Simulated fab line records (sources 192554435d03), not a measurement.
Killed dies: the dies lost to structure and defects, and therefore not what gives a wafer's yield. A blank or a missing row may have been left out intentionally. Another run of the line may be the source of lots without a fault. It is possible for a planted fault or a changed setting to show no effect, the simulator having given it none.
Chamber matching + flow n5 finfet + 4 sister chambers for N5_BEOL_M1_ETCH_77 on rie diel-01
The step etches underlayer in N2/H2, target depth 6.5 nm, time 5.2 s. 22 wafers are shown with their chamber, then 11 later ones without.

## WAFERS PAIRED WITH THEIR CHAMBERS
| wafer  | chamber | showerhead plenum p Torr (Torr) | drypump motor current A (A) | oes product au (a.u.) |
|--------|---------|---------------------------------|-----------------------------|-----------------------|
| L077.1 | 3       | 2.43                            | 5.0                         | 0.61                  |
| L077.2 | 1       | 2.60                            | 6.5                         | 0.77                  |
| L077.3 | 0       | 2.44                            | 6.0                         | 0.66                  |
| L078.3 | 1       | 2.60                            | 6.5                         | 0.77                  |
| L078.5 | 1       | 2.60                            | 6.5                         | 0.76                  |
| L078.6 | 2       | 2.63                            | 6.0                         | 0.62                  |
| L079.1 | 1       | 2.60                            | 6.5                         | 0.75                  |
| L079.2 | 2       | 2.63                            | 5.9                         | 0.62                  |
| L079.3 | 0       | 2.44                            | 6.0                         | 0.67                  |
| L079.4 | 3       | 2.43                            | 5.0                         | 0.62                  |
| L079.5 | 3       | 2.43                            | 5.0                         | 0.60                  |
| L079.6 | 2       | 2.63                            | 5.9                         | 0.62                  |
| L084.3 | 2       | 2.63                            | 6.0                         | 0.62                  |
| L084.5 | 3       | 2.43                            | 5.0                         | 0.61                  |
| L084.6 | 2       | 2.63                            | 6.0                         | 0.62                  |
| L085.1 | 1       | 2.60                            | 6.5                         | 0.75                  |
| L085.2 | 0       | 2.43                            | 6.0                         | 0.67                  |
| L085.5 | 0       | 2.43                            | 6.1                         | 0.67                  |
| L086.1 | 0       | 2.43                            | 6.0                         | 0.66                  |
| L086.2 | 3       | 2.43                            | 5.0                         | 0.61                  |
| L086.3 | 2       | 2.63                            | 6.0                         | 0.61                  |
| L086.4 | 1       | 2.60                            | 6.5                         | 0.75                  |

SIGNATURES (means of the wafers above)
| reading                  | chamber 0 | chamber 1 | chamber 2 | chamber 3 | scatter within a chamber |
|--------------------------|-----------|-----------|-----------|-----------|--------------------------|
| showerhead plenum p Torr | 2.4340    | 2.6000    | 2.6300    | 2.4300    | 0.00258                  |
| drypump motor current A  | 6.020     | 6.500     | 5.967     | 5.000     | 0.0344                   |
| oes product au           | 0.6660    | 0.7583    | 0.6183    | 0.6100    | 0.00702                  |
Rule: a wafer's distance from a chamber is the root of the sum, over the readings, of the square of ((its reading less the chamber's mean) divided by the reading's scatter). The wafer belongs to the nearest chamber; if the next one is less than 2 further off, it can't be placed. The scatter is the square root of a quotient: the sum, over the shown wafers, of each reading's squared deviation from its chamber's mean, divided by wafers minus chambers.

## WAFERS MISSING THEIR CHAMBER
| wafer  | showerhead plenum p Torr (Torr) | drypump motor current A (A) | oes product au (a.u.) |
|--------|---------------------------------|-----------------------------|-----------------------|
| L086.5 | 2.60                            | 6.5                         | 0.75                  |
| L086.6 | 2.43                            | 6.0                         | 0.65                  |
| L089.2 | 2.42                            | 5.0                         | 0.61                  |
| L089.3 | 2.43                            | 6.0                         | 0.65                  |
| L089.6 | 2.59                            | 6.5                         | 0.74                  |
| L092.1 | 2.43                            | 6.0                         | 0.65                  |
| L092.2 | 2.42                            | 5.0                         | 0.59                  |
| L092.3 | 2.62                            | 6.0                         | 0.60                  |
| L092.4 | 2.59                            | 6.5                         | 0.73                  |
| L092.5 | 2.62                            | 6.0                         | 0.61                  |
| L092.6 | 2.59                            | 6.5                         | 0.72                  |

## THE CHAMBER EACH PASSED THROUGH
| wafer  | from the rows above | in truth |
|--------|---------------------|----------|
| L086.5 | 1                   | 1        |
| L086.6 | 0                   | 0        |
| L089.2 | 3                   | 3        |
| L089.3 | 0                   | 0        |
| L089.6 | 1                   | 1        |
| L092.1 | 0                   | 0        |
| L092.2 | 3                   | 3        |
| L092.3 | 2                   | 2        |
| L092.4 | 1                   | 1        |
| L092.5 | 2                   | 2        |
| L092.6 | 1                   | 1        |
Placed correctly: 11 of 11. Not placeable from these rows: 0. Wrongly placed: 0.
